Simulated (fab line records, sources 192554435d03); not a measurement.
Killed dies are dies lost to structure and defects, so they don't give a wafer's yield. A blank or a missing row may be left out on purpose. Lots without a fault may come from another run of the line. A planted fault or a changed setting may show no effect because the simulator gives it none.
Which tool did it? | flow n5_finfet | 9 lots, 27 wafers sampled, at 6 steps of a route of 1938

WHAT THE GAUGES READ, wafer by wafer
N5_HKMG_FIN_THK_MEAS_70: measures by xrf. Usual: HK_THK 1.603 nm, standard deviation 0.019.
lot  | measured    | on            | HK_THK (nm)       | flag
L751 | day 5 01:09 | film_metro-01 | 1.599 1.596 1.574 |
L757 | day 6 12:39 | film_metro-02 | 1.607 1.622 1.591 |
L761 | day 7 19:00 | film_metro-01 | 1.583 1.590 1.604 |
L762 | day 8 02:49 | film_metro-02 | 1.650 1.593 1.608 |
L765 | day 8 16:16 | film_metro-02 | 1.615 1.607 1.620 |
L766 | day 9 00:52 | film_metro-02 | 1.580 1.611 1.575 |
L768 | day 9 11:01 | film_metro-02 | 1.626 1.587 1.567 |
L769 | day 9 16:05 | film_metro-02 | 1.620 1.609 1.655 |
L770 | day 9 20:29 | film_metro-02 | 1.585 1.617 1.625 |

N5_HKMG_FIN_INSPECT_14: inspects for defects (macro). Usual: raw_defect_count 1.9, standard deviation 1.3.
lot  | measured    | on                | raw_defect_count | flag
L751 | day 5 02:05 | defect_inspect-01 | 1 2 1            |
L757 | day 6 13:35 | defect_inspect-02 | 1 3 >300         |
L761 | day 7 19:56 | defect_inspect-01 | 2 3 0            |
L762 | day 8 03:44 | defect_inspect-01 | 4 2 1            |
L765 | day 8 17:11 | defect_inspect-02 | 1 3 4            |
L766 | day 9 01:47 | defect_inspect-01 | 1 1 1            |
L768 | day 9 11:57 | defect_inspect-01 | 2 1 1            |
L769 | day 9 17:01 | defect_inspect-02 | 2 3 1            |
L770 | day 9 22:10 | defect_inspect-01 | 3 0 2            |

N5_BEOL_M4_RC_MEAS_101. Usual: DIBL_N 36.0 mV/V, standard deviation 1.7; DIBL_P 36.2 mV/V, standard deviation 1.9; IOFF_N 0.154 nA/um, standard deviation 0.028; IOFF_P 0.21 nA/um, standard deviation 0.036; ION_N 675 uA/um, standard deviation 11; ION_P 463 uA/um, standard deviation 8.3; SS_N 71.4 mV/dec, standard deviation 0.63; SS_P 73.2 mV/dec, standard deviation 0.55; VT_N 250.2 mV, standard deviation 3; VT_P -251 mV, standard deviation 3.7.
lot  | measured     | on        | DIBL_N (mV/V)  | DIBL_P (mV/V)  | IOFF_N (nA/um)    | IOFF_P (nA/um) | ION_N (uA/um) | ION_P (uA/um) | SS_N (mV/dec)  | SS_P (mV/dec)  | VT_N (mV)         | VT_P (mV)      | flag
L751 | day 10 23:41 | prober-02 | 37.7 38.0 34.4 | 38.6 38.8 34.9 | 0.180 0.185 0.128 | 0.23 0.23 0.17 | 685 679 671   | 477 467 462   | 71.5 72.4 71.1 | 73.7 73.4 72.3 | 249.5 246.9 252.7 | -247 -248 -250 |
L757 | day 13 03:38 | prober-02 | 38.4 36.0 37.1 | 38.3 35.2 35.5 | 0.186 0.135 0.162 | 0.21 0.17 0.18 | 689 667 677   | 457 452 456   | 71.5 71.5 71.9 | 73.9 73.1 73.5 | 247.5 250.2 250.1 | -252 -253 -255 |
L761 | day 14 22:04 | prober-01 | 34.4 36.4 36.0 | 35.3 36.9 36.5 | 0.136 0.170 0.150 | 0.18 0.21 0.20 | 673 685 678   | 459 470 466   | 71.2 71.1 71.1 | 72.1 73.6 72.4 | 250.9 245.4 247.7 | -252 -248 -248 |
L762 | day 13 22:02 | prober-02 | 35.8 36.9 35.5 | 34.7 37.0 34.6 | 0.133 0.160 0.142 | 0.21 0.25 0.22 | 668 669 665   | 463 465 466   | 70.8 71.2 70.7 | 73.0 73.9 72.5 | 252.7 245.8 247.8 | -247 -246 -248 |
L765 | day 15 03:25 | prober-02 | 37.2 39.3 36.8 | 37.0 38.5 36.7 | 0.177 0.221 0.175 | 0.23 0.26 0.24 | 681 682 687   | 468 466 474   | 71.8 72.9 70.9 | 73.7 73.6 74.0 | 250.5 246.6 247.1 | -249 -246 -248 |
L766 | day 15 04:00 | prober-01 | 35.2 33.8 36.6 | 32.4 32.5 35.7 | 0.128 0.107 0.150 | 0.17 0.17 0.22 | 662 669 673   | 459 462 466   | 70.8 70.2 71.1 | 72.1 72.8 72.9 | 256.1 258.0 251.3 | -253 -255 -248 |
L768 | day 15 06:41 | prober-02 | 37.4 37.1 34.3 | 39.0 37.7 34.6 | 0.203 0.182 0.134 | 0.29 0.27 0.21 | 690 676 668   | 476 471 466   | 71.6 71.2 70.7 | 74.1 73.0 72.8 | 243.0 246.8 252.2 | -243 -244 -243 |
L769 | day 15 08:19 | prober-01 | 36.7 37.2 36.0 | 35.6 37.2 34.8 | 0.158 0.174 0.164 | 0.24 0.26 0.23 | 666 677 686   | 465 471 477   | 71.5 71.2 71.5 | 73.4 73.7 73.0 | 252.7 247.7 248.4 | -247 -243 -247 |
L770 | day 15 11:02 | prober-02 | 36.1 35.9 37.9 | 36.9 34.8 39.6 | 0.145 0.148 0.192 | 0.21 0.19 0.25 | 660 662 697   | 455 456 471   | 71.4 71.4 72.3 | 73.0 72.7 73.9 | 253.2 252.0 247.7 | -253 -252 -249 |

WHICH TOOL RAN EACH LOT (tool, then ch and the chambers of the sampled wafers, then the start)
lot  | N5_HKMG_FIN_ALD_75              | N5_HKMG_FIN_WET_ETCH_77            | N5_HKMG_FIN_ETCH_35
L751 | ald_hk-01 ch 1,2,3, day 4 21:47 | wet_bench-01 ch 3,4,6, day 5 00:01 | rie_diel-01 ch 0,1,3, day 5 02:26
L757 | ald_hk-03 ch 0,2,3, day 6 09:16 | wet_bench-01 ch 3,4,5, day 6 11:19 | rie_diel-01 ch 0,1,3, day 6 13:55
L761 | ald_hk-02 ch 0,1, day 7 16:02   | wet_bench-05 ch 1,4,5, day 7 17:51 | rie_diel-01 ch 1,2, day 7 20:18
L762 | ald_hk-03 ch 1,2, day 7 23:51   | wet_bench-05 ch 2,3,5, day 8 01:40 | rie_diel-01 ch 2,3, day 8 04:11
L765 | ald_hk-03 ch 0,2,3, day 8 13:21 | wet_bench-05 ch 3,4,5, day 8 15:03 | rie_diel-03 ch 1,2,3, day 8 17:31
L766 | ald_hk-03 ch 0,1,2, day 8 21:40 | wet_bench-05 ch 2,6,7, day 8 23:43 | rie_diel-03 ch 0,2,3, day 9 02:11
L768 | ald_hk-02 ch 0,1,3, day 9 08:09 | wet_bench-01 ch 2,5,6, day 9 09:50 | rie_diel-05 ch 0,2,3, day 9 12:17
L769 | ald_hk-01 ch 0,1,3, day 9 13:07 | wet_bench-01 ch 0,4,7, day 9 14:56 | rie_diel-05 ch 1,2,3, day 9 17:21
L770 | ald_hk-02 ch 1,2, day 9 17:31   | wet_bench-03 ch 4,6,7, day 9 19:20 | rie_diel-05 ch 0,1,3, day 9 22:30
- N5_HKMG_FIN_ALD_75: deposits Al2O3, target thk 1 nm, co reactant pulse time 1 s.
- N5_HKMG_FIN_WET_ETCH_77: etches La2O3 in dHCl, stops on HfO2, target depth 2 nm.
- N5_HKMG_FIN_ETCH_35: etches SOC in N2/H2, target depth 215.8 nm, time 243.4 s.

WHAT THE TOOLS THEMSELVES READ (means of the sampled wafers that have a number; where no wafer has one, the mark that the record gives instead)
N5_HKMG_FIN_ALD_75. Usual: heater_power_w 153 W, standard deviation 16; precursor_pulse_height_rel 1.001, standard deviation 0.016.
lot  | tool      | heater_power_w (W) | precursor_pulse_height_rel | flag
L751 | ald_hk-01 | 151                | 1.001                      |
L757 | ald_hk-03 | 145                | 0.988                      |
L761 | ald_hk-02 | 150                | 0.977                      |
L762 | ald_hk-03 | 156                | 0.992                      |
L765 | ald_hk-03 | 146                | 1.003                      |
L766 | ald_hk-03 | 154                | 0.987                      |
L768 | ald_hk-02 | 159                | 0.989                      |
L769 | ald_hk-01 | 149                | 1.012                      |
L770 | ald_hk-02 | 158                | 1.003                      |

N5_HKMG_FIN_ETCH_35. Usual: bias_w 5.000 W, standard deviation 0.016; drypump_motor_current_A 5.9 A, standard deviation 0.51; n2_flow_sccm 200.1 sccm, standard deviation 0.62; oes_product_au 0.81 a.u., standard deviation 0.08; rf_vpp_V 141.4 V, standard deviation 1.1; showerhead_plenum_p_Torr 2.52 Torr, standard deviation 0.097; throttle_valve_pct 17.76 %, standard deviation 0.25.
lot  | tool        | bias_w (W) | drypump_motor_current_A (A) | n2_flow_sccm (sccm) | oes_product_au (a.u.) | rf_vpp_V (V) | showerhead_plenum_p_Torr (Torr) | throttle_valve_pct (%) | flag
L751 | rie_diel-01 | 4.987      | 6.0                         | 200.3               | 0.82                  | 141.5        | 2.43                            | 17.60                  |
L757 | rie_diel-01 | 4.991      | 5.9                         | 200.3               | 0.81                  | 140.9        | 2.42                            | 17.63                  |
L761 | rie_diel-01 | 5.015      | 6.1                         | 199.8               | 0.80                  | 140.9        | 2.54                            | 17.72                  |
L762 | rie_diel-01 | 5.009      | 5.2                         | 199.8               | 0.74                  | 140.3        | 2.42                            | 17.66                  |
L765 | rie_diel-03 | 5.011      | 6.3                         | 199.9               | 0.80                  | 142.2        | 2.60                            | 17.96                  |
L766 | rie_diel-03 | 5.003      | 6.1                         | 200.5               | 0.78                  | 141.2        | 2.56                            | 18.12                  |
L768 | rie_diel-05 | 5.001      | 5.5                         | 199.5               | 0.83                  | 142.4        | 2.56                            | 17.70                  |
L769 | rie_diel-05 | 5.000      | 5.8                         | 200.7               | 0.85                  | 141.4        | 2.53                            | 17.65                  |
L770 | rie_diel-05 | 4.998      | 5.7                         | 200.4               | 0.88                  | 141.6        | 2.51                            | 17.55                  |

THE ANSWER, worked out from the rows above alone
Rule: a lot is off if the mean of its wafers that have a number lies more than 3 standard deviations from the usual mean. A lot without any number at a reading at which 4 lots or more have one is off too. The other lots that the step has rows for count as sound. The gauges are gone through in route order, then the tools' own readings, and for those a lot's mean is taken as printed above. The first step at which some lot is off is used, and at that step the reading that is off furthest; a lot without a number counts as furthest.
No lot is off at any reading shown: from this, nothing can be told.

WHAT THE SIMULATOR HAD PUT IN
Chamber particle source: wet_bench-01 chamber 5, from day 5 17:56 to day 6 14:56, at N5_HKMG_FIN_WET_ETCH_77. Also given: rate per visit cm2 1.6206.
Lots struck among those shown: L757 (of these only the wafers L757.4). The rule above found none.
